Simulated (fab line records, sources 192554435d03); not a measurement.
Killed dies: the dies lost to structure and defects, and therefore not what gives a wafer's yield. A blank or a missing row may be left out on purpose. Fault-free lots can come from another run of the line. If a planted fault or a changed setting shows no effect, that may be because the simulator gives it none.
fab line records	flow n5Finfet
record lots=7	wafers=39
route steps=1938 shown FIN_SAQP@96 FIN_CUT@169 DUMMY_GATE@228 MOL_CONTACT_COAG@579
startH: start of the lot's first displayed wafer, in hours after the record's first day	waitH: time in hours since the lot's previous step	" unchanged from the row above	L1.1+2: a single row standing in for several wafers	- no value present, or no start provided	* or withheld: withheld	< > ~ a bound
route shown NAME@n: a module of which the file shows steps, and the number in the route of the first	usual: average and standard deviation across the fault-free wafers	same: alike in all rows	chamber/n: place in a boat	sites: per-site readings	_std_site: standard deviation across them	_edge_site: outer sites' mean less inner sites'	radiusMm: how far each site lies from the wafer's centre	mask NAME#n: copy n	behind: the most recent tool/chamber to have shaped the wafer	hold: cause of the lot's hold/its duration in hours/its outcome	device: the n, p or np transistor that did not switch	end of line: tests run on the same wafers once the route is complete	for a step that has no rows: nothing shown but its recipe	killed: the dies lost at the first sort to structure and to defects; this is not the yield of the wafer	map: shows each die of a wafer: x if killed, . if not, _ if none is there
set.NAME: the run value of the setting; set.NAME@STEP: its run value at that earlier step	model.NAME: the simulator's own value behind a step, which no gauge read
lots whose settings were changed on purpose; a table a step, a row a wafer
## steps
# step N5_FIN_SAQP_HM_DEP_03
# recipe material=SiNx	targetThkA=380	tempC=400	precursor=SiH4/NH3/N2	pressureTorr=1.5	rfW=300	timeS=33.6
lot.wafer	tool	chamber	startH	waitH	set.timeS	model.SiNx_of_FIN_SAQP_HM_DEP_03.thkNm
L078.1	pecvd-03	0	44.78	0.2	33.6	37.51
L078.2	"	1	"	"	37.3	41.62
L078.3	"	2	"	"	33.6	37.63
L078.4	"	1	"	"	37.3	42.3
L078.5	"	2	"	"	37.3	42.24
L078.6	"	0	"	"	33.6	37.71
L083.1	pecvd-01	0	75.15	0.2	33.6	37.34
L083.2	"	1	"	"	33.6	37.65
L083.3	"	2	"	"	31.07	34.36
L083.4	"	2	"	"	31.07	34.64
L083.5	"	1	"	"	31.07	35.58
L083.6	"	0	"	"	33.6	38.02
L087.1	pecvd-01	0	98.56	0.2	33.6	37.62
L087.2	"	2	"	"	33.6	37.07
L087.3	"	1	"	"	30.13	33.61
L087.4	"	0	"	"	30.13	34.22
L087.5	"	2	"	"	30.13	33.38
L087.6	"	1	"	"	33.6	38.16
L089.1	pecvd-01	1	113.26	0.2	33.6	38.01
L089.2	"	2	"	"	33.6	37.63
L089.3	"	0	"	"	33.6	37.49
L089.4	"	1	"	"	33.6	38.5
L089.5	"	2	"	"	33.6	38.19
L089.6	"	0	"	"	33.6	38.34
L092.1	pecvd-03	1	128.88	0.2	33.6	37.09
L092.2	"	2	"	"	33.6	37.95
L092.3	"	0	"	"	33.6	37.39
L092.4	"	2	"	"	33.6	38.57
L092.5	"	0	"	"	33.6	38.4
L092.6	"	1	"	"	33.6	38.33
L094.1	pecvd-01	0	140.39	0.2	33.6	38.31
L094.3	"	1	"	"	33.6	38.13
L094.6	"	2	"	"	33.6	38.23
L097.1	pecvd-03	2	159.53	0.2	37.06	42.09
L097.2	"	1	"	"	33.6	38.16
L097.3	"	0	"	"	37.06	42.27
L097.4	"	1	"	"	37.06	42.74
L097.5	"	0	"	"	33.6	38.86
L097.6	"	2	"	"	33.6	38.58
# step N5_FIN_SAQP_THK_MEAS_05
# usual thkNm=37.9/0.51
lot.wafer	tool	chamber	startH	waitH	set.timeS@FIN_SAQP_HM_DEP_03	thkNm
L078.1	filmMetro-01	-	44.87	0.1	33.6	37.5
L078.2	"	-	"	"	37.3	41.6
L078.3	"	-	"	"	33.6	37.6
L078.4	"	-	"	"	37.3	42.3
L078.5	"	-	"	"	37.3	42.2
L078.6	"	-	"	"	33.6	37.7
L083.1	filmMetro-02	-	75.23	0.1	33.6	37.4
L083.2	"	-	"	"	33.6	37.6
L083.3	"	-	"	"	31.07	34.4
L083.4	"	-	"	"	31.07	34.6
L083.5	"	-	"	"	31.07	35.6
L083.6	"	-	"	"	33.6	38.0
L087.1	filmMetro-02	-	98.65	0.1	33.6	37.7
L087.2	"	-	"	"	33.6	37.1
L087.3	"	-	"	"	30.13	33.6
L087.4	"	-	"	"	30.13	34.2
L087.5	"	-	"	"	30.13	33.4
L087.6	"	-	"	"	33.6	38.1
L089.1	filmMetro-01	-	113.35	0.1	33.6	38.0
L089.2	"	-	"	"	33.6	37.7
L089.3	"	-	"	"	33.6	37.5
L089.4	"	-	"	"	33.6	38.5
L089.5	"	-	"	"	33.6	38.2
L089.6	"	-	"	"	33.6	38.4
L092.1	filmMetro-01	-	128.97	0.1	33.6	37.1
L092.2	"	-	"	"	33.6	37.9
L092.3	"	-	"	"	33.6	37.4
L092.4	"	-	"	"	33.6	38.5
L092.5	"	-	"	"	33.6	38.4
L092.6	"	-	"	"	33.6	38.3
L094.1	filmMetro-01	-	140.47	0.1	33.6	38.3
L094.3	"	-	"	"	33.6	38.2
L094.6	"	-	"	"	33.6	38.2
L097.1	filmMetro-01	-	159.62	0.1	37.06	42.1
L097.2	"	-	"	"	33.6	38.2
L097.3	"	-	"	"	37.06	42.3
L097.4	"	-	"	"	37.06	42.7
L097.5	"	-	"	"	33.6	38.9
L097.6	"	-	"	"	33.6	38.6
# step N5_FIN_SAQP_PECVD_47
# recipe material=a-Si	targetThkA=450	tempC=400	precursor=SiH4/He	pressureTorr=3	rfW=100	timeS=36.3
# step N5_FIN_SAQP_PECVD_48
# recipe material=SiNx	targetThkA=250	tempC=400	precursor=SiH4/NH3/N2	pressureTorr=1.5	rfW=300	timeS=22.1
# step N5_FIN_SAQP_MANDREL2_REMOVE_60
# recipe chemistry=HBr/Cl2/O2	btTimeS=10	target=a-Si	stopOn=SiNx	endpoint=OES-SiCl	overEtchFrac=1	icpW=600	biasW=22	HBr_flow_sccm=150	Cl2_flow_sccm=80	O2_flow_sccm=5	pressureMtorr=10
# step N5_FIN_SAQP_HM_OPEN_33
# recipe chemistry=CH3F/O2	target=SiNx	maskMaterial=SiO2	targetDepthA=494	timeS=70.6	pressureMtorr=30	sourceW=395	biasW=73	Ar_flow_sccm=150	CH3F_flow_sccm=30	O2_flow_sccm=20	ionEnergyEv=120	ends=cleared
# usual etchRfOnTimeS=69.6/1.4
lot.wafer	tool	chamber	startH	waitH	set.timeS@FIN_SAQP_HM_DEP_03	etchRfOnTimeS	model.etch.depthNm
L078.1	rieDiel-01	1	49.78	0.0	33.6	68.4	36.88
L078.2	"	3	"	"	37.3	74.8	41
L078.3	"	2	"	"	33.6	67.3	36.94
L078.4	"	0	"	"	37.3	78.8	41.68
L078.5	"	2	"	"	37.3	75.7	41.61
L078.6	"	3	"	"	33.6	68.2	37.02
L083.1	rieDiel-03	2	80.06	0.1	33.6	69.8	36.71
L083.2	"	1	"	"	33.6	67.6	36.93
L083.3	"	0	"	"	31.07	64.1	33.69
L083.4	"	3	"	"	31.07	61.9	34.01
L083.5	"	1	"	"	31.07	64.2	34.95
L083.6	"	0	"	"	33.6	70.9	37.3
L087.1	rieDiel-01	1	104.26	0.2	33.6	69.8	37
L087.2	"	3	"	"	33.6	68.6	36.45
L087.3	"	0	"	"	30.13	63.0	32.98
L087.4	"	2	"	"	30.13	62.6	33.37
L087.5	"	2	"	"	30.13	61.1	32.76
L087.6	"	3	"	"	33.6	70.3	37.53
L089.1	rieDiel-01	1	118.35	0.0	33.6	70.2	37.38
L089.2	"	0	"	"	33.6	71.5	37.01
L089.3	"	2	"	"	33.6	68.7	36.86
L089.4	"	3	"	"	33.6	70.1	37.65
L089.5	"	1	"	"	33.6	70.4	37.56
L089.6	"	0	"	"	33.6	71.1	37.49
L092.1	rieDiel-01	1	134.45	0.0	33.6	68.6	36.46
L092.2	"	2	"	"	33.6	68.7	37.33
L092.3	"	3	"	"	33.6	68.7	36.7
L092.4	"	3	"	"	33.6	70.7	37.94
L092.5	"	1	"	"	33.6	70.6	37.77
L092.6	"	2	"	"	33.6	69.3	37.7
L094.1	rieDiel-01	2	145.53	0.0	33.6	69.8	37.69
L094.3	"	1	"	"	33.6	70.2	37.28
L094.6	"	3	"	"	33.6	70.9	37.6
L097.1	rieDiel-03	1	164.63	0.1	37.06	77.1	41.47
L097.2	"	0	"	"	33.6	70.9	37.53
L097.3	"	2	"	"	37.06	77.9	41.41
L097.4	"	3	"	"	37.06	75.4	41.88
L097.5	"	0	"	"	33.6	72.8	38.23
L097.6	"	3	"	"	33.6	68.2	37.95
# step N5_FIN_SAQP_ETCH_34
# recipe chemistry=C4F6/O2	target=SiO2	targetDepthA=450	timeS=15	ionEnergyEv=250	pressureMtorr=30	sourceW=345	biasW=185	Ar_flow_sccm=300	C4F6_flow_sccm=10	O2_flow_sccm=10	ends=cleared
# step N5_FIN_SAQP_STRIP_77
# recipe chemistry=N2/H2	timeS=90	powerW=100	tempC=40	pressureMtorr=100	rfFrequencyHz=6e+07	biasPowerW=3	n2FlowSccm=300	h2FlowSccm=300
# step N5_FIN_SAQP_ETCH_64
# recipe chemistry=CF4	target=SiO2	targetDepthA=15	ionEnergyEv=350	pressureMtorr=10	icpW=800	biasW=400	cf4FlowSccm=80
# step N5_FIN_SAQP_FIN_ETCH_36
# recipe chemistry=HBr/Cl2/O2	targetDepthA=1200	maskMaterial=SiNx	timeS=50.4	biasW=102	pressureMtorr=10	icpW=800	HBr_flow_sccm=150	Cl2_flow_sccm=80	O2_flow_sccm=12
lot.wafer	tool	chamber	startH	waitH	set.timeS@FIN_SAQP_HM_DEP_03	model.SiNx_of_FIN_SAQP_HM_DEP_03.thkNm
L078.1	rieSi-03	2	50.06	0.0	33.6	20.4
L078.2	"	0	"	"	37.3	25.2
L078.3	"	3	"	"	33.6	21
L078.4+5	"	1	"	"	37.3	25.4
L078.6	"	0	"	"	33.6	21.2
L083.1	rieSi-04	0	80.34	0.0	33.6	20.6
L083.2	"	3	"	"	33.6	21.4
L083.3	"	1	"	"	31.07	17.4
L083.4	"	2	"	"	31.07	18
L083.5	"	3	"	"	31.07	19.4
L083.6	"	2	"	"	33.6	21.2
L087.1	rieSi-04	3	104.54	0.0	33.6	21.2
L087.2	"	1	"	"	33.6	20.2
L087.3+5	"	0	"	"	30.13	16.8
L087.4	"	2	"	"	30.13	17
L087.6	"	3	"	"	33.6	21.8
L089.1+3+4+6	rieSi-03	1,3,2,2	118.63	0.0	33.6	20.8
L089.2	"	0	"	"	33.6	21.2
L089.5	"	3	"	"	33.6	21.4
L092.1	rieSi-05	3	134.74	0.0	33.6	19.8
L092.2+4	"	1,0	"	"	33.6	21.2
L092.3	"	2	"	"	33.6	21
L092.5	"	2	"	"	33.6	22
L092.6	"	1	"	"	33.6	21.4
L094.1	rieSi-03	1	145.82	0.0	33.6	21.2
L094.3	"	2	"	"	33.6	20.6
L094.6	"	0	"	"	33.6	21.8
L097.1	rieSi-04	3	164.92	0.0	37.06	25.6
L097.2	"	0	"	"	33.6	21.4
L097.3	"	2	"	"	37.06	25
L097.4	"	1	"	"	37.06	25.8
L097.5	"	2	"	"	33.6	22
L097.6	"	1	"	"	33.6	21.8
# step N5_FIN_CUT_ETCH_21
# recipe chemistry=N2/H2	target=SOC	targetDepthA=2190	overetchA=438	maskMaterial=SiARC	tempC=40	ionEnergyEv=100	biasW=61	timeS=523.5	pressureMtorr=30	sourceW=850	n2FlowSccm=200	h2FlowSccm=200
# usual rfVppV=240.6/1.5
lot.wafer	tool	chamber	startH	waitH	set.biasW	rfVppV	model.SiARC_of_FIN_CUT_COAT_19.thkNm
L078.1	rieDiel-06	0	50.83	0.0	61	239.6	11.8
L078.2	"	2	"	"	61	237.9	11.8
L078.3	"	1	"	"	61	239.6	11.8
L078.4	"	3	"	"	61	242.5	11.8
L078.5	"	2	"	"	61	239.1	11.8
L078.6	"	1	"	"	61	238.3	11.8
L083.1	rieDiel-06	1	81.11	0.0	51	213.2	12.8
L083.2	"	2	"	"	61	240.8	11.8
L083.3	"	0	"	"	61	237.9	12
L083.4	"	3	"	"	51	215.6	12.6
L083.5	"	3	"	"	61	242.4	11.8
L083.6	"	2	"	"	51	212.7	12.6
L087.1	rieDiel-06	3	105.33	0.0	61	241.8	11.8
L087.2	"	2	"	"	61	239.1	11.8
L087.3	"	0	"	"	61	238.2	11.8
L087.4	"	3	"	"	61	241.1	11.8
L087.5	"	0	"	"	61	238.8	11.8
L087.6	"	2	"	"	61	239.5	11.8
L089.1	rieDiel-06	1	119.40	0.0	54.38	225.2	12.2
L089.2	"	0	"	"	54.38	221.1	12.4
L089.3	"	2	"	"	54.38	222.1	12.4
L089.4	"	3	"	"	61	240.1	11.8
L089.5	"	3	"	"	61	241.8	12
L089.6	"	0	"	"	61	241.8	11.8
L092.1	rieDiel-04	3	135.63	0.0	61	242.5	12.2
L092.2	"	2	"	"	51.85	217.9	12.4
L092.3	"	0	"	"	61	240.0	11.6
L092.4	"	1	"	"	51.85	216.8	12.8
L092.5	"	2	"	"	61	240.9	11.6
L092.6	"	3	"	"	51.85	218.0	13
L094.1	rieDiel-04	3	146.72	0.0	61	241.5	12.2
L094.3	"	1	"	"	61	241.1	12.2
L094.6	"	3	"	"	61	241.7	12.2
L097.1	rieDiel-02	3	165.68	0.0	61	242.0	12
L097.2	"	2	"	"	61	240.1	12
L097.3	"	0	"	"	66.17	256.6	11.2
L097.4	"	1	"	"	61	238.4	12
L097.5	"	1	"	"	66.17	251.1	11.6
L097.6	"	2	"	"	66.17	254.5	11.4
# step N5_DUMMY_GATE_EXPOSE_12
# recipe maskId=GATE	na=0.33	sourceShape=annular	sigmaInner=0.2	sigmaOuter=0.6	polarization=unpolarized	targetCdNm=25	doseMj=34
lot.wafer	tool	chamber	startH	waitH	mask	set.doseMj
L078.1+2+3+4+5+6	euvScanner-02	0	71.28	-	GATE#0	34
L083.1+2+3+4+5+6	euvScanner-02	0	99.52	-	GATE#0	34
L087.1+3+4	euvScanner-01	0	125.27	-	GATE#0	34
L087.2+5+6	"	0	"	"	GATE#0	32
L089.1+3+4	euvScanner-02	0	137.80	-	GATE#0	34
L089.2+5+6	"	0	"	"	GATE#0	31.38
L092.1+2+6	euvScanner-02	0	153.72	-	GATE#0	31.93
L092.3+4+5	"	0	"	"	GATE#0	34
L094.1+3+6	euvScanner-01	0	164.66	-	GATE#0	34
L097.1+4+5	euvScanner-01	0	186.25	-	GATE#0	34
L097.2+3+6	"	0	"	"	GATE#0	36.6
# step N5_DUMMY_GATE_PEB_13
# recipe pebTempC=100	pebTimeS=60	resist=CAR-EUV
# step N5_DUMMY_GATE_DEVELOP_14
# recipe developTimeS=30	developer=TMAH	resist=CAR-EUV	rinseLiquid=surfactantRinse	dry=airSpin	devTempC=23
# step N5_DUMMY_GATE_CD_MEAS_15
# recipe targetCdNm=25.8	landingEnergyEv=500	detector=seInlens
# usual cdNm=24.95/0.24
lot.wafer	tool	chamber	startH	waitH	set.doseMj@DUMMY_GATE_EXPOSE_12	cdNm
L078.1	cdSem-01	0	71.41	-	34	24.86
L078.2	"	0	"	"	34	25.24
L078.3	"	0	"	"	34	25.51
L078.4	"	0	"	"	34	24.95
L078.5	"	0	"	"	34	25.02
L078.6	"	0	"	"	34	24.79
L083.1	cdSem-01	0	99.64	-	34	24.46
L083.2	"	0	"	"	34	25.34
L083.3	"	0	"	"	34	25.05
L083.4	"	0	"	"	34	25.51
L083.5	"	0	"	"	34	25.00
L083.6	"	0	"	"	34	24.89
L087.1	cdSem-01	0	125.39	-	34	24.81
L087.2	"	0	"	"	32	25.84
L087.3	"	0	"	"	34	24.87
L087.4	"	0	"	"	34	24.85
L087.5	"	0	"	"	32	26.19
L087.6	"	0	"	"	32	26.21
L089.1	cdSem-02	0	137.92	-	34	25.52
L089.2	"	0	"	"	31.38	26.43
L089.3	"	0	"	"	34	24.86
L089.4	"	0	"	"	34	25.24
L089.5	"	0	"	"	31.38	26.87
L089.6	"	0	"	"	31.38	26.35
L092.1	cdSem-03	0	153.85	-	31.93	26.21
L092.2	"	0	"	"	31.93	26.65
L092.3	"	0	"	"	34	24.71
L092.4	"	0	"	"	34	24.49
L092.5	"	0	"	"	34	25.17
L092.6	"	0	"	"	31.93	26.36
L094.1	cdSem-03	0	164.78	-	34	25.23
L094.3	"	0	"	"	34	24.80
L094.6	"	0	"	"	34	24.99
L097.1	cdSem-01	0	186.38	-	34	24.97
L097.2	"	0	"	"	36.6	23.63
L097.3	"	0	"	"	36.6	23.43
L097.4	"	0	"	"	34	24.94
L097.5	"	0	"	"	34	24.79
L097.6	"	0	"	"	36.6	23.25
# step N5_DUMMY_GATE_STRIP_38
# recipe chemistry=N2/H2	tempC=40	n2FlowSccm=200	h2FlowSccm=200	rfFrequencyHz=6e+07
# step N5_DUMMY_GATE_STRIP_39
# recipe chemistry=N2/H2	tempC=40	n2FlowSccm=200	h2FlowSccm=200	rfFrequencyHz=6e+07
# step N5_DUMMY_GATE_TRIM_49
# recipe chemistry=O2	resist=SOC	timeS=29	targetCdNm=14	sourcePowerW=300	biasPowerW=0	O2_flow_sccm=100	tempC=20
lot.wafer	tool	chamber	startH	waitH	set.doseMj@DUMMY_GATE_EXPOSE_12	model.DUMMY_GATE.cdNm
L078.1+6	rieSi-02	0,2	71.77	0.0	34	14.2
L078.2	"	1	"	"	34	13.8
L078.3+5	"	3,1	"	"	34	14
L078.4	"	2	"	"	34	13.6
L083.1+4	rieSi-06	2,0	100.09	0.0	34	13.8
L083.2+3	"	1,3	"	"	34	14
L083.5	"	0	"	"	34	13.4
L083.6	"	1	"	"	34	14.2
L087.1	rieSi-01	2	125.83	0.0	34	13.8
L087.2+5	"	0,2	"	"	32	15.4
L087.3	"	1	"	"	34	14
L087.4	"	3	"	"	34	14.2
L087.6	"	3	"	"	32	15.2
L089.1	rieSi-06	2	138.28	0.0	34	14.4
L089.2	"	0	"	"	31.38	15.4
L089.3+4	"	1,3	"	"	34	14
L089.5	"	3	"	"	31.38	15.8
L089.6	"	0	"	"	31.38	15.2
L092.1+6	rieSi-02	3,1	154.21	0.0	31.93	15
L092.2	"	1	"	"	31.93	15.6
L092.3	"	0	"	"	34	13.8
L092.4	"	2	"	"	34	14.2
L092.5	"	0	"	"	34	14.4
L094.1	rieSi-01	3	165.14	0.0	34	13.8
L094.3	"	0	"	"	34	14.4
L094.6	"	0	"	"	34	14.6
L097.1	rieSi-02	3	186.74	0.0	34	14
L097.2	"	2	"	"	36.6	12.2
L097.3	"	1	"	"	36.6	12.4
L097.4	"	0	"	"	34	13.8
L097.5	"	1	"	"	34	13.6
L097.6	"	0	"	"	36.6	12.6
# step N5_DUMMY_GATE_ETCH_32
# recipe chemistry=CF4	target=SiO2	targetDepthA=35	timeS=3.9	ionEnergyEv=350	pressureMtorr=10	icpW=800	biasW=400	cf4FlowSccm=80
lot.wafer	tool	chamber	startH	waitH	set.timeS	model.etch.depthNm
L078.1	rieSi-02	3	72.39	0.1	4.735	4.449
L078.2	"	1	"	"	4.735	4.376
L078.3	"	0	"	"	3.9	3.57
L078.4	"	2	"	"	4.735	4.211
L078.5	"	0	"	"	3.9	3.558
L078.6	"	1	"	"	3.9	3.624
L083.1	rieSi-01	0	100.57	0.1	3.211	2.879
L083.2	"	2	"	"	3.211	2.863
L083.3	"	3	"	"	3.9	3.52
L083.4	"	1	"	"	3.211	2.824
L083.5	"	2	"	"	3.9	3.461
L083.6	"	3	"	"	3.9	3.538
L087.1	rieSi-01	2	126.27	0.1	3.9	3.492
L087.2	"	0	"	"	4.667	4.246
L087.3	"	3	"	"	4.667	4.256
L087.4	"	1	"	"	3.9	3.448
L087.5	"	0	"	"	3.9	3.519
L087.6	"	1	"	"	4.667	4.099
L089.1	rieSi-01	2	138.91	0.1	3.9	3.517
L089.2	"	0	"	"	3.9	3.542
L089.3	"	1	"	"	3.9	3.437
L089.4	"	3	"	"	3.9	3.529
L089.5	"	2	"	"	3.9	3.518
L089.6	"	1	"	"	3.9	3.476
L092.1	rieSi-06	1	154.65	0.1	4.639	4.353
L092.2	"	0	"	"	4.639	4.213
L092.3	"	3	"	"	3.9	3.546
L092.4	"	2	"	"	4.639	4.116
L092.5	"	3	"	"	3.9	3.571
L092.6	"	2	"	"	3.9	3.444
L094.1	rieSi-06	2	165.58	0.1	3.9	3.465
L094.3	"	0	"	"	3.9	3.556
L094.6	"	2	"	"	3.9	3.47
L097.1	rieSi-06	2	187.20	0.1	3.9	3.432
L097.2	"	1	"	"	4.362	4.064
L097.3	"	3	"	"	3.9	3.535
L097.4	"	0	"	"	4.362	3.943
L097.5	"	1	"	"	3.9	3.602
L097.6	"	2	"	"	4.362	3.83
# step N5_DUMMY_GATE_ETCH_23
# recipe chemistry=HBr/Cl2/O2	HBr_flow_sccm=150	Cl2_flow_sccm=80	O2_flow_sccm=12	biasW=102	targetDepthA=410	timeS=22.3	target=poly-Si	maskMaterial=SiO2	pressureMtorr=10	icpW=800
# step N5_DUMMY_GATE_ETCH_44
# recipe chemistry=HBr/O2	overEtchFrac=0.7	targetDepthA=1275	stopOn=SiO2	ionEnergyEv=60	biasW=20	target=poly-Si	maskMaterial=SiO2	pressureMtorr=20	icpW=400	HBr_flow_sccm=120	O2_flow_sccm=10
# step N5_DUMMY_GATE_ETCH_42
# recipe chemistry=CHF3/O2	target=SiO2	targetDepthA=35	timeS=31	ionEnergyEv=30	biasW=12	pressureMtorr=30	sourceW=600	Ar_flow_sccm=200	CHF3_flow_sccm=50	O2_flow_sccm=5
lot.wafer	tool	chamber	startH	waitH	set.doseMj@DUMMY_GATE_EXPOSE_12	model.DUMMY_GATE.cdNm
L078.1+5+6	rieDiel-06	3,3,2	72.65	0.1	34	15.4
L078.2	"	2	"	"	34	15
L078.3	"	0	"	"	34	15.2
L078.4	"	1	"	"	34	14.4
L083.1+4	rieDiel-04	3,0	100.82	0.0	34	14.8
L083.2+3	"	1,2	"	"	34	15
L083.5	"	1	"	"	34	14.6
L083.6	"	0	"	"	34	15.2
L087.1+3	rieDiel-04	2,1	126.71	0.2	34	14.8
L087.2	"	0	"	"	32	16.4
L087.4	"	3	"	"	34	15.2
L087.5	"	1	"	"	32	16.2
L087.6	"	2	"	"	32	16
L089.1	rieDiel-06	3	139.29	0.2	34	15.6
L089.2+6	"	0	"	"	31.38	16.2
L089.3	"	1	"	"	34	15
L089.4	"	2	"	"	34	14.8
L089.5	"	1	"	"	31.38	16.8
L092.1	rieDiel-06	2	154.90	0.0	31.93	16.2
L092.2	"	3	"	"	31.93	16.4
L092.3	"	0	"	"	34	14.8
L092.4	"	1	"	"	34	15
L092.5	"	2	"	"	34	15.4
L092.6	"	1	"	"	31.93	16
L094.1	rieDiel-06	0	165.83	0.0	34	14.8
L094.3	"	3	"	"	34	15.2
L094.6	"	0	"	"	34	15.4
L097.1	rieDiel-06	0	187.44	0.0	34	15
L097.2+6	"	3	"	"	36.6	13.6
L097.3	"	1	"	"	36.6	13.2
L097.4	"	0	"	"	34	14.6
L097.5	"	1	"	"	34	14.8
# step N5_MOL_CONTACT_COAG_ALD_131
# recipe material=SiO2	targetThkA=50	tempC=100	aldPrecursorFamily=BDEAS	aldCoReactant=O2-plasma	pulseTimeS=1	coReactantPulseTimeS=1	purgeTimeS=2	coReactantPurgeTimeS=2	aldCycles=35	pressureTorr=2
lot.wafer	tool	chamber	startH	waitH	set.aldCycles	model.SiO2_of_MOL_CONTACT_COAG_ALD_131.thkNm
L078.1+3+4	aldSin-01	0,1,3	126.48	0.1	38	5.4
L078.2+5+6	"	2,1,2	"	"	35	5
L083.1+2+3+4+5+6	aldSin-01	3,2,0,1,3,2	148.98	0.1	35	5
L087.1+3+5	aldSin-02	2,3,1	176.10	0.1	35	5
L087.2+4+6	"	1,3,2	"	"	39	5.6
L089.1+3+5	aldSin-04	0,3,0	189.65	0.1	35	5
L089.2+4+6	"	1,2,3	"	"	33	4.8
L092.1+3+6	aldSin-01	3,0,2	209.39	0.2	35	5
L092.2+4+5	"	2,1,1	"	"	39	5.6
L094.1+3+6	aldSin-04	0,2,1	222.09	0.1	35	5
L097.1+3+4	aldSin-01	0,1,2	240.12	0.1	35	5
L097.2+5+6	"	3,3,2	"	"	31	4.4
## key
split step=N5_FIN_SAQP_HM_DEP_03	setting=timeS	stated=33.6	by=wafer
response step=N5_FIN_SAQP_HM_DEP_03	reading=model.SiNx_of_FIN_SAQP_HM_DEP_03.thkNm	change=+0.383	per=1%	r=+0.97
response step=N5_FIN_SAQP_THK_MEAS_05	reading=thkNm	change=*	per=1%	r=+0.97
response step=N5_FIN_SAQP_HM_OPEN_33	reading=etchRfOnTimeS	change=*	per=1%	r=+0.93
response step=N5_FIN_SAQP_HM_OPEN_33	reading=model.etch.depthNm	change=+0.381	per=1%	r=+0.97
response step=N5_FIN_SAQP_FIN_ETCH_36	reading=model.SiNx_of_FIN_SAQP_HM_DEP_03.thkNm	change=+0.389	per=1%	r=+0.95
split step=N5_FIN_CUT_ETCH_21	setting=biasW	stated=61	by=wafer
response step=N5_FIN_CUT_ETCH_21	reading=rfVppV	change=+1.62	per=1%	r=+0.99
response step=N5_FIN_CUT_ETCH_21	reading=model.SiARC_of_FIN_CUT_COAT_19.thkNm	change=-0.0545	per=1%	r=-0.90
split step=N5_DUMMY_GATE_EXPOSE_12	setting=doseMj	stated=34	by=wafer
response step=N5_DUMMY_GATE_CD_MEAS_15	reading=cdNm	change=-0.204	per=1%	r=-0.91
response step=N5_DUMMY_GATE_TRIM_49	reading=model.DUMMY_GATE.cdNm	change=-0.186	per=1%	r=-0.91
response step=N5_DUMMY_GATE_ETCH_42	reading=model.DUMMY_GATE.cdNm	change=-0.181	per=1%	r=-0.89
split step=N5_DUMMY_GATE_ETCH_32	setting=timeS	stated=3.9	by=wafer
response step=N5_DUMMY_GATE_ETCH_32	reading=model.etch.depthNm	change=+0.0364	per=1%	r=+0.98
split step=N5_MOL_CONTACT_COAG_ALD_131	setting=aldCycles	stated=35	by=wafer
response step=N5_MOL_CONTACT_COAG_ALD_131	reading=model.SiO2_of_MOL_CONTACT_COAG_ALD_131.thkNm	change=+0.0505	per=1%	r=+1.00
